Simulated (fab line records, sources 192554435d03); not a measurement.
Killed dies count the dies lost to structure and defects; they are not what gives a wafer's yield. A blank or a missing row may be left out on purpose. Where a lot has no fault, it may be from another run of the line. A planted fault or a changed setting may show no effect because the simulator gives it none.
Chamber matching | flow n5 finfet | N5_BEOL_M14_CMP_49 on cmp-04 has 4 sister chambers
The step polishes, stops on SiO2, t overpolish 5.2 s, target thk 560 nm. 27 wafers are shown with their chamber, then 12 later ones without.

EACH WAFER AND ITS CHAMBER
wafer  | chamber | motor current A (A) | time to endpoint s (s) | slurry filter dp kPa (kPa)
L074.2 | 0       | 8.5                 | 123                    | 13.52
L074.3 | 1       | 6.4                 | 127                    | 13.51
L074.5 | 0       | 8.6                 | 124                    | 13.44
L075.1 | 1       | 6.9                 | 124                    | 13.54
L075.5 | 0       | 8.4                 | 120                    | 13.30
L075.6 | 1       | 6.6                 | 125                    | 13.69
L078.3 | 1       | 7.0                 | 121                    | 13.41
L078.5 | 0       | 8.8                 | 122                    | 13.59
L078.6 | 1       | 7.1                 | 124                    | 13.49
L079.2 | 0       | 8.3                 | 126                    | 13.69
L079.5 | 1       | 6.6                 | 125                    | 13.42
L079.6 | 2       | 7.5                 | 124                    | 13.61
L081.1 | 1       | 7.0                 | 124                    | 13.29
L081.4 | 3       | 8.7                 | 120                    | 13.47
L081.6 | 3       | 8.6                 | 119                    | 13.76
L080.2 | 1       | 6.9                 | 118                    | 13.46
L080.3 | 3       | 9.3                 | 119                    | 13.34
L080.6 | 2       | 7.6                 | 120                    | 13.68
L083.2 | 2       | 7.8                 | 120                    | 13.55
L083.5 | 2       | 7.7                 | 118                    | 13.47
L083.6 | 3       | 9.1                 | 119                    | 13.38
L085.2 | 1       | 6.5                 | 121                    | 13.20
L085.3 | 0       | 8.3                 | 119                    | 13.50
L085.5 | 3       | 9.0                 | 119                    | 13.26
L086.1 | 3       | 8.8                 | 124                    | 13.40
L086.5 | 1       | 6.7                 | 122                    | 13.40
L086.6 | 0       | 8.4                 | 121                    | 13.50

SIGNATURES, as means of the wafers listed above
reading              | chamber 0 | chamber 1 | chamber 2 | chamber 3 | scatter within a chamber
motor current A      | 8.471     | 6.770     | 7.650     | 8.917     | 0.22
time to endpoint s   | 122.14    | 123.10    | 120.50    | 120.00    | 2.42
slurry filter dp kPa | 13.5057   | 13.4410   | 13.5775   | 13.4350   | 0.136
Rule: a wafer lies at a distance from a chamber equal to the root of the sum of squares, over the readings, of (its reading less the chamber's mean, divided by the reading's scatter). If the next closest chamber is less than 2 further off than the closest, the wafer can't be placed; otherwise it belongs to the closest. The scatter is the square root of a quotient: the sum, over the shown wafers, of each reading's squared deviation from its chamber's mean, divided by wafers minus chambers.

WAFERS WITHOUT THEIR CHAMBER
wafer  | motor current A (A) | time to endpoint s (s) | slurry filter dp kPa (kPa)
L087.1 | 6.7                 | 122                    | 13.44
L087.4 | 9.1                 | 119                    | 13.27
L087.6 | 6.5                 | 122                    | 13.25
L087.2 | 8.3                 | 121                    | 13.61
L087.3 | 7.7                 | 121                    | 13.43
L087.5 | 7.8                 | 119                    | 13.42
L091.1 | 7.4                 | 119                    | 13.50
L091.2 | 8.2                 | 124                    | 13.39
L091.5 | 8.2                 | 122                    | 13.54
L088.1 | 6.9                 | 121                    | 13.36
L088.3 | 8.2                 | 124                    | 13.64
L088.5 | 7.5                 | 123                    | 13.34

WHICH CHAMBER EACH WENT THROUGH
wafer  | from the rows above          | in truth
L087.1 | 1                            | 1
L087.4 | 3                            | 3
L087.6 | 1                            | 1
L087.2 | can't be placed: 0 or 2 or 3 | 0
L087.3 | 2                            | 2
L087.5 | can't be placed: 2 or 0      | 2
L091.1 | can't be placed: 2 or 1      | 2
L091.2 | can't be placed: 0 or 2 or 3 | 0
L091.5 | can't be placed: 0 or 2      | 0
L088.1 | 1                            | 1
L088.3 | can't be placed: 0 or 2      | 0
L088.5 | can't be placed: 2 or 1      | 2
5 of 12 placed correctly. From these rows, 7 cannot be placed; in 7 the true chamber is one of the candidates. 0 placed wrongly.
